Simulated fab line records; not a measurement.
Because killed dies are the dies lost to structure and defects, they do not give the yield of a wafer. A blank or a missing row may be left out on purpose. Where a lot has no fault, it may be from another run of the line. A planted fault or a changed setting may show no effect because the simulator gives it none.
The tool behind it: which one? | flow nandHarc | 13 lots, 39 wafers sampled, at 6 steps of a route of 1159

== WHAT THE GAUGES READ, wafer by wafer ==
NHARC_P_BONDPAD_INSPECT_23.
lot  | measured     | on               | rawDefectCount
L164 | day 6 21:25  | defectInspect-02 | 216 220 246
L165 | day 6 22:22  | defectInspect-02 | 274 573 404
L168 | day 7 21:51  | defectInspect-01 | 386 475 243
L171 | day 8 18:51  | defectInspect-02 | 674 479 523
L177 | day 9 19:14  | defectInspect-02 | 270 353 419
L179 | day 10 14:08 | defectInspect-02 | 241 259 233
L178 | day 10 14:45 | defectInspect-02 | 305 266 206
L181 | day 10 22:32 | defectInspect-01 | 270 340 466
L182 | day 10 23:08 | defectInspect-01 | 467 347 387
L183 | day 11 11:45 | defectInspect-02 | 348 386 353
L184 | day 11 13:25 | defectInspect-01 | 309 445 405
L186 | day 11 21:07 | defectInspect-01 | 250 335 372
L185 | day 11 21:37 | defectInspect-01 | 520 577 239

NHARC_A_ONON_D1_THK_MEAS_05: measures by ellipsometry.
lot  | measured     | on           | thkNm (nm)
L164 | day 7 22:08  | filmMetro-02 | 1010 1010 1011
L165 | day 7 22:21  | filmMetro-01 | 984 985 984
L168 | day 8 21:50  | filmMetro-01 | 1560 1563 1562 1562 1562 1563
L171 | day 9 17:20  | filmMetro-02 | 1560 1560 1560 1561 1560 1560
L177 | day 10 17:33 | filmMetro-02 | 994 995 993
L179 | day 11 14:56 | filmMetro-02 | 996 993 997
L178 | day 11 14:54 | filmMetro-01 | 999 998 1001
L181 | day 11 21:58 | filmMetro-01 | 1000 1000 999
L182 | day 11 21:57 | filmMetro-01 | 986 987 988
L183 | day 12 12:03 | filmMetro-01 | 994 996 994
L184 | day 12 12:02 | filmMetro-02 | 992 993 993
L186 | day 12 21:58 | filmMetro-02 | 1010 1009 1007
L185 | day 12 21:59 | filmMetro-02 | 985 985 985

NHARC_A_ONON_D1_THK_MEAS_11: measures by ellipsometry.
lot  | measured     | on           | thkNm (nm)
L164 | day 7 23:17  | filmMetro-01 | 1000 997 999
L165 | day 7 23:29  | filmMetro-02 | 1007 1007 1008
L177 | day 10 18:40 | filmMetro-02 | 1001 1001 1002
L179 | day 11 16:05 | filmMetro-01 | 1006 1008 1007
L178 | day 11 16:04 | filmMetro-02 | 1000 999 999
L181 | day 11 23:08 | filmMetro-02 | 996 994 995
L182 | day 11 23:05 | filmMetro-02 | 1005 1007 1003
L183 | day 12 13:11 | filmMetro-01 | 998 1000 1000
L184 | day 12 13:10 | filmMetro-02 | 1011 1011 1011
L186 | day 12 23:07 | filmMetro-02 | 988 987 991
L185 | day 12 23:08 | filmMetro-01 | 997 998 997

NHARC_A_ONON_D1_THK_MEAS_18: measures by ellipsometry.
lot  | measured     | on           | thkNm (nm)
L164 | day 8 06:49  | filmMetro-01 | 996 996 994
L165 | day 8 06:50  | filmMetro-02 | 1006 1005 1006
L177 | day 11 02:19 | filmMetro-01 | 993 993 993
L179 | day 12 00:01 | filmMetro-02 | 1011 1010 1011
L178 | day 12 00:01 | filmMetro-01 | 994 996 996
L181 | day 12 07:45 | filmMetro-01 | 995 998 996
L182 | day 12 07:44 | filmMetro-01 | 990 991 991
L183 | day 12 20:56 | filmMetro-01 | 994 994 992
L184 | day 12 20:55 | filmMetro-02 | 1016 1017 1016
L186 | day 13 06:47 | filmMetro-01 | 998 998 995
L185 | day 13 06:47 | filmMetro-01 | 998 997 995

NHARC_END_SORT_01.
lot  | measured     | on        | defectLimitedYield (%) | killedAtArray | killedAtOther | killedAtPeriphery | killedDies | killedOpen | killedShort | sort_bin_2_pct (%) | sort_bin_3_pct (%) | sort_bin_4_pct (%) | sortNPass   | sortRimYieldPct (%) | sortYieldPct (%)
L164 | day 19 17:35 | prober-02 | 97.9 98.4 97.5         | 11 10 16      | 0 0 0         | 3 1 1             | 14 11 17   | 4 1 1      | 3 2 5       | 0.6 0.4 0.7        | 0.15 0.15 0.30     | 1.3 1.0 1.5        | 663 666 660 | 98.1 97.2 94.3      | 97.9 98.4 97.5
L165 | day 20 01:26 | prober-02 | 96.5 97.6 97.6         | 17 14 14      | 1 0 0         | 6 2 2             | 24 16 16   | 8 3 1      | 5 1 1       | 0.9 0.6 0.4        | 0 0.30 0           | 2.7 1.5 1.9        | 653 661 661 | 93.4 98.1 100.0     | 96.5 97.6 97.6
L177 | day 22 13:32 | prober-01 | 94.7 95.6 94.7         | 35 24 33      | 0 2 1         | 1 4 2             | 36 30 36   | 4 5 4      | 3 2 5       | 1.8 1.3 1.8        | 0.44 0.44 0.30     | 3.1 2.7 3.2        | 641 647 641 | 95.3 96.2 99.1      | 94.7 95.6 94.7
L179 | day 23 05:02 | prober-01 | 92.9 93.6 94.4         | 35 32 26      | 4 3 5         | 9 8 7             | 48 43 38   | 5 3 1      | 0 2 3       | 2.2 1.8 0.9        | 0 0.44 0.30        | 4.9 4.1 4.4        | 629 634 639 | 91.5 94.3 90.6      | 92.9 93.6 94.4
L178 | day 23 18:05 | prober-02 | 93.4 96.8 93.1         | 37 21 45      | 0 0 0         | 8 1 2             | 45 22 47   | 7 0 3      | 2 0 1       | 1.2 0.7 2.4        | 0.30 0.15 0.30     | 5.2 2.4 4.3        | 632 655 630 | 91.5 97.2 93.4      | 93.4 96.8 93.1
L181 | day 24 07:40 | prober-01 | 94.1 95.1 93.2         | 37 32 43      | 1 0 1         | 2 1 2             | 40 33 46   | 4 2 3      | 4 1 5       | 1.0 2.1 1.8        | 0.15 0.44 0.30     | 4.7 2.4 4.7        | 637 644 631 | 93.4 94.3 90.6      | 94.1 95.1 93.2
L182 | day 23 23:56 | prober-01 | 94.8 96.9 97.9         | 30 15 14      | 0 1 0         | 5 5 0             | 35 21 14   | 4 3 2      | 2 2 2       | 1.3 1.0 0.3        | 0 0 0.15           | 3.8 2.1 1.6        | 642 656 663 | 96.2 100.0 98.1     | 94.8 96.9 97.9
L183 | day 25 05:34 | prober-02 | 94.5 93.4 94.7         | 35 43 34      | 0 0 0         | 2 2 2             | 37 45 36   | 1 6 2      | 3 2 0       | 1.6 3.0 1.5        | 0.15 0.15 0.30     | 3.7 3.5 3.5        | 640 632 641 | 95.3 96.2 91.5      | 94.5 93.4 94.7
L184 | day 24 13:35 | prober-02 | 93.5 93.5 94.1         | 36 37 36      | 0 1 0         | 8 6 4             | 44 44 40   | 2 7 1      | 1 4 1       | 1.9 2.7 1.6        | 0.15 0 0.30        | 4.4 3.8 4.0        | 633 633 637 | 91.5 94.3 100.0     | 93.5 93.5 94.1
L186 | day 24 15:29 | prober-01 | 95.7 95.3 95.4         | 26 30 29      | 0 0 0         | 3 2 2             | 29 32 31   | 5 4 1      | 0 1 5       | 1.2 1.6 1.3        | 0.30 0.59 0.30     | 2.8 2.5 3.0        | 648 645 646 | 93.4 97.2 98.1      | 95.7 95.3 95.4
L185 | day 25 08:47 | prober-01 | 96.2 96.5 95.6         | 22 19 23      | 0 0 1         | 4 5 6             | 26 24 30   | 4 3 1      | 3 3 2       | 0.4 0.9 1.0        | 0.30 0 0.15        | 3.1 2.7 3.2        | 651 653 647 | 100.0 97.2 94.3     | 96.2 96.5 95.6

== EACH LOT AND THE TOOL THAT RAN IT (in order: tool; ch and the chambers of the sampled wafers; start) ==
lot  | NHARC_A_ONON_D1_DEP_03
L164 | pecvdOnon-02 ch 0, day 7 21:41
L165 | pecvdOnon-01 ch 0, day 7 21:53
L168 | pecvdOnon-01 ch 0, day 8 21:20
L171 | pecvdOnon-01 ch 0, day 9 16:53
L177 | pecvdOnon-02 ch 0, day 10 17:02
L179 | pecvdOnon-02 ch 0, day 11 14:23
L178 | pecvdOnon-03 ch 0, day 11 14:26
L181 | pecvdOnon-03 ch 0, day 11 21:28
L182 | pecvdOnon-02 ch 0, day 11 21:26
L183 | pecvdOnon-01 ch 0, day 12 11:36
L184 | pecvdOnon-03 ch 0, day 12 11:35
L186 | pecvdOnon-03 ch 0, day 12 21:28
L185 | pecvdOnon-02 ch 0, day 12 21:28
- NHARC_A_ONON_D1_DEP_03: target thk 1000 nm.

== WHAT THE TOOLS THEMSELVES READ (means of the sampled wafers that have a number; where no wafer has one, the mark that the record gives instead) ==
NHARC_A_ONON_D1_DEP_03.
lot  | tool         | nh3FlowSccm (sccm) | sih4FlowSccm (sccm) | susceptorTempC (C)
L164 | pecvdOnon-02 | 500.3              | 210.4               | 400.04
L165 | pecvdOnon-01 | 498.5              | 210.3               | 400.03
L168 | pecvdOnon-01 | 501.0              | 209.3               | 400.27
L171 | pecvdOnon-01 | 499.2              | 210.4               | 400.11
L177 | pecvdOnon-02 | 498.6              | 210.7               | 400.19
L179 | pecvdOnon-02 | 499.5              | 210.3               | 400.36
L178 | pecvdOnon-03 | 501.1              | 209.0               | 399.90
L181 | pecvdOnon-03 | 498.1              | 210.1               | 399.82
L182 | pecvdOnon-02 | 498.8              | 209.3               | 400.41
L183 | pecvdOnon-01 | 501.7              | 209.7               | 400.19
L184 | pecvdOnon-03 | 498.9              | 209.5               | 399.84
L186 | pecvdOnon-03 | 500.0              | 210.1               | 399.94
L185 | pecvdOnon-02 | 500.3              | 210.2               | 400.13

== THE ANSWER, worked out from the rows above alone ==
Rule: the usual values come from the lots themselves. Put in order of their means at a reading, lots are off if they are a third of the lots or fewer, leave a main group of 4 or more, and stand apart from it by a gap of 3 or more times the standard deviation of the main group's means; of several such gaps the widest counts. A main group whose means are all the same, to the digits that the tables above print for the reading, isn't used. Also off: a lot with no number at a reading for which 4 or more lots have one. The other lots that the step has rows for count as sound. Order of review: gauges by route order, followed by the tools' own readings, for which a lot's mean as printed above is used. The first step at which some lot is off is used, and at that step the reading that is off furthest; a lot without a number counts as furthest.
Off: L168, L171, at NHARC_A_ONON_D1_THK_MEAS_05 (thkNm). The main group has a mean of 996 nm with a standard deviation of 8.2.
If a tool, at a process step before that reading, ran all the lots that are off and no sound lot after the first of them, it fits. The gauges at NHARC_A_ONON_D1_THK_MEAS_05 are tried like those tools. Not one of the candidates tried fits.

== WHAT WAS PUT IN BY THE SIMULATOR ==
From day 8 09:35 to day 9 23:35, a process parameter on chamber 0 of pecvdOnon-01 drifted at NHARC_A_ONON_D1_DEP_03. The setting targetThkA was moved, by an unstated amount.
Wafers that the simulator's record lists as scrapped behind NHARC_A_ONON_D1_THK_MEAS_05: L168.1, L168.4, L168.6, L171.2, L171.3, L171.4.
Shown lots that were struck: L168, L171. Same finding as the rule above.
